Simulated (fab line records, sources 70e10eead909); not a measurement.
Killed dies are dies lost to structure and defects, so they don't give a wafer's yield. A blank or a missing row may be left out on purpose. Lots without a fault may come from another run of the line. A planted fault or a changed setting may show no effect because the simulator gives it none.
Chamber matching | flow nand_harc | NHARC_P_ZERO_WELL_DESCUM_13 on rie_diel-04: 4 sister chambers
The step chemistry O2, time 3 s. 16 wafers are shown with their chamber, then 8 later ones without.

WAFERS WITH THEIR CHAMBER
wafer  | chamber | drypump_motor_current_A (A) | showerhead_plenum_p_Torr (Torr) | rf_vpp_V (V)
L206.3 | 0       | 5.79                        | 2.08                            | 58.2
L206.4 | 3       | 5.61                        | 1.99                            | 57.0
L206.5 | 0       | 5.73                        | 2.08                            | 57.8
L209.1 | 3       | 5.61                        | 1.98                            | 56.9
L209.4 | 1       | 5.46                        | 2.06                            | 58.3
L209.5 | 1       | 5.43                        | 2.06                            | 58.6
L213.1 | 2       | 5.61                        | 1.97                            | 56.7
L213.4 | 1       | 5.47                        | 2.05                            | 57.4
L213.5 | 3       | 5.60                        | 1.98                            | 57.6
L216.1 | 2       | 5.60                        | 1.97                            | 59.7
L216.2 | 0       | 5.76                        | 2.06                            | 58.1
L216.5 | 1       | 5.44                        | 2.05                            | 57.4
L220.4 | 0       | 5.82                        | 2.06                            | 58.8
L220.5 | 2       | 5.66                        | 1.96                            | 57.1
L220.6 | 1       | 5.47                        | 2.04                            | 59.2
L226.3 | 3       | 5.62                        | 1.96                            | 57.8

SIGNATURES (means of the wafers above)
reading                  | chamber 0 | chamber 1 | chamber 2 | chamber 3 | scatter within a chamber
drypump_motor_current_A  | 5.7750    | 5.4540    | 5.6233    | 5.6100    | 0.026
showerhead_plenum_p_Torr | 2.0700    | 2.0520    | 1.9667    | 1.9775    | 0.0101
rf_vpp_V                 | 58.225    | 58.180    | 57.833    | 57.325    | 0.86
Rule: a wafer's distance from a chamber is the root of the sum, over the readings, of the square of ((its reading less the chamber's mean) divided by the reading's scatter). The wafer belongs to the nearest chamber; if the next one is less than 2 further off, it can't be placed. The scatter: the root of (the sum of the squares of (reading less its chamber's mean) over the shown wafers, divided by (wafers less chambers)).

WAFERS WITHOUT THEIR CHAMBER
wafer  | drypump_motor_current_A (A) | showerhead_plenum_p_Torr (Torr) | rf_vpp_V (V)
L226.5 | 5.78                        | 2.05                            | 57.2
L226.6 | 5.63                        | 1.96                            | 56.5
L227.2 | 5.45                        | 2.04                            | 56.4
L227.4 | 5.79                        | 2.05                            | 58.2
L227.6 | 5.46                        | 2.04                            | 58.6
L228.1 | 5.65                        | 1.96                            | 56.9
L228.2 | 5.46                        | 2.04                            | 58.2
L228.5 | 5.68                        | 1.96                            | 58.0

WHICH CHAMBER EACH WENT THROUGH
wafer  | from the rows above     | in truth
L226.5 | 0                       | 0
L226.6 | can't be placed: 2 or 3 | 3
L227.2 | 1                       | 1
L227.4 | 0                       | 0
L227.6 | 1                       | 1
L228.1 | can't be placed: 2 or 3 | 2
L228.2 | 1                       | 1
L228.5 | can't be placed: 2 or 3 | 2
Placed correctly: 5 of 8. Can't be placed from these rows: 3 (the true chamber is among the candidates in 3). Placed wrongly: 0.
